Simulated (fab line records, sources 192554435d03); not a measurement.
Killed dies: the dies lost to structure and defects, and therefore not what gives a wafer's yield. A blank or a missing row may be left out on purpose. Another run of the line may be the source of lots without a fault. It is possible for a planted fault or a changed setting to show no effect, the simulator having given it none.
Chamber matching || flow n5 finfet || N5_MOL_CONTACT_COAG_ETCH_89 on rie diel-01: 4 sister chambers
The step etches underlayer in N2/H2, target depth 13 nm, time 10.4 s. 14 wafers are shown with their chamber, then 7 later ones without.

== EACH WAFER AND ITS CHAMBER ==
{"wafer": "L385.1", "chamber": 3, "showerhead plenum p Torr (Torr)": 2.50, "throttle valve pct (%)": 17.82, "rf vpp V (V)": 522.7}
{"wafer": "L385.4", "chamber": 1, "showerhead plenum p Torr (Torr)": 2.71, "throttle valve pct (%)": 17.72, "rf vpp V (V)": 528.9}
{"wafer": "L385.6", "chamber": 0, "showerhead plenum p Torr (Torr)": 2.57, "throttle valve pct (%)": 17.62, "rf vpp V (V)": 525.6}
{"wafer": "L386.1", "chamber": 1, "showerhead plenum p Torr (Torr)": 2.71, "throttle valve pct (%)": 17.72, "rf vpp V (V)": 528.1}
{"wafer": "L386.4", "chamber": 3, "showerhead plenum p Torr (Torr)": 2.50, "throttle valve pct (%)": 17.84, "rf vpp V (V)": 523.2}
{"wafer": "L386.5", "chamber": 1, "showerhead plenum p Torr (Torr)": 2.71, "throttle valve pct (%)": 17.73, "rf vpp V (V)": 528.7}
{"wafer": "L392.1", "chamber": 1, "showerhead plenum p Torr (Torr)": 2.71, "throttle valve pct (%)": 17.73, "rf vpp V (V)": 527.6}
{"wafer": "L392.4", "chamber": 2, "showerhead plenum p Torr (Torr)": 2.71, "throttle valve pct (%)": 17.63, "rf vpp V (V)": 528.5}
{"wafer": "L392.5", "chamber": 1, "showerhead plenum p Torr (Torr)": 2.71, "throttle valve pct (%)": 17.71, "rf vpp V (V)": 527.1}
{"wafer": "L400.3", "chamber": 2, "showerhead plenum p Torr (Torr)": 2.71, "throttle valve pct (%)": 17.67, "rf vpp V (V)": 527.3}
{"wafer": "L400.4", "chamber": 1, "showerhead plenum p Torr (Torr)": 2.70, "throttle valve pct (%)": 17.75, "rf vpp V (V)": 526.6}
{"wafer": "L400.6", "chamber": 1, "showerhead plenum p Torr (Torr)": 2.70, "throttle valve pct (%)": 17.75, "rf vpp V (V)": 528.8}
{"wafer": "L399.1", "chamber": 2, "showerhead plenum p Torr (Torr)": 2.71, "throttle valve pct (%)": 17.66, "rf vpp V (V)": 528.1}
{"wafer": "L399.4", "chamber": 1, "showerhead plenum p Torr (Torr)": 2.70, "throttle valve pct (%)": 17.78, "rf vpp V (V)": 527.8}

SIGNATURES (means of the wafers above)
{"reading": "showerhead plenum p Torr", "chamber 0": 2.5700, "chamber 1": 2.7062, "chamber 2": 2.7100, "chamber 3": 2.5000, "scatter within a chamber": 0.00433}
{"reading": "throttle valve pct", "chamber 0": 17.6200, "chamber 1": 17.7362, "chamber 2": 17.6533, "chamber 3": 17.8300, "scatter within a chamber": 0.0216}
{"reading": "rf vpp V", "chamber 0": 525.600, "chamber 1": 527.950, "chamber 2": 527.967, "chamber 3": 522.950, "scatter within a chamber": 0.76}
Rule: a wafer's distance from a chamber is the root of the sum, over the readings, of the square of ((its reading less the chamber's mean) divided by the reading's scatter). The wafer belongs to the nearest chamber; if the next one is less than 2 further off, it can't be placed. The scatter: take each reading less its chamber's mean, square it, sum over the shown wafers, divide by the number of wafers less the number of chambers, and take the root.

== WAFERS MISSING THEIR CHAMBER ==
{"wafer": "L399.6", "showerhead plenum p Torr (Torr)": 2.70, "throttle valve pct (%)": 17.76, "rf vpp V (V)": 527.4}
{"wafer": "L401.1", "showerhead plenum p Torr (Torr)": 2.56, "throttle valve pct (%)": 17.67, "rf vpp V (V)": 523.0}
{"wafer": "L401.5", "showerhead plenum p Torr (Torr)": 2.55, "throttle valve pct (%)": 17.67, "rf vpp V (V)": 523.2}
{"wafer": "L401.6", "showerhead plenum p Torr (Torr)": 2.49, "throttle valve pct (%)": 17.89, "rf vpp V (V)": 522.0}
{"wafer": "L403.2", "showerhead plenum p Torr (Torr)": 2.55, "throttle valve pct (%)": 17.68, "rf vpp V (V)": 525.4}
{"wafer": "L403.4", "showerhead plenum p Torr (Torr)": 2.70, "throttle valve pct (%)": 17.66, "rf vpp V (V)": 527.5}
{"wafer": "L403.5", "showerhead plenum p Torr (Torr)": 2.49, "throttle valve pct (%)": 17.88, "rf vpp V (V)": 522.9}

== WHICH CHAMBER EACH ONE RAN IN ==
{"wafer": "L399.6", "from the rows above": 1, "in truth": 1}
{"wafer": "L401.1", "from the rows above": 0, "in truth": 0}
{"wafer": "L401.5", "from the rows above": 0, "in truth": 0}
{"wafer": "L401.6", "from the rows above": 3, "in truth": 3}
{"wafer": "L403.2", "from the rows above": 0, "in truth": 0}
{"wafer": "L403.4", "from the rows above": "can't be placed: 2 or 1", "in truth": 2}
{"wafer": "L403.5", "from the rows above": 3, "in truth": 3}
Correctly placed: 6 of 7. Can't be placed from these rows: 1 (the true chamber is among the candidates in 1). 0 placed wrongly.
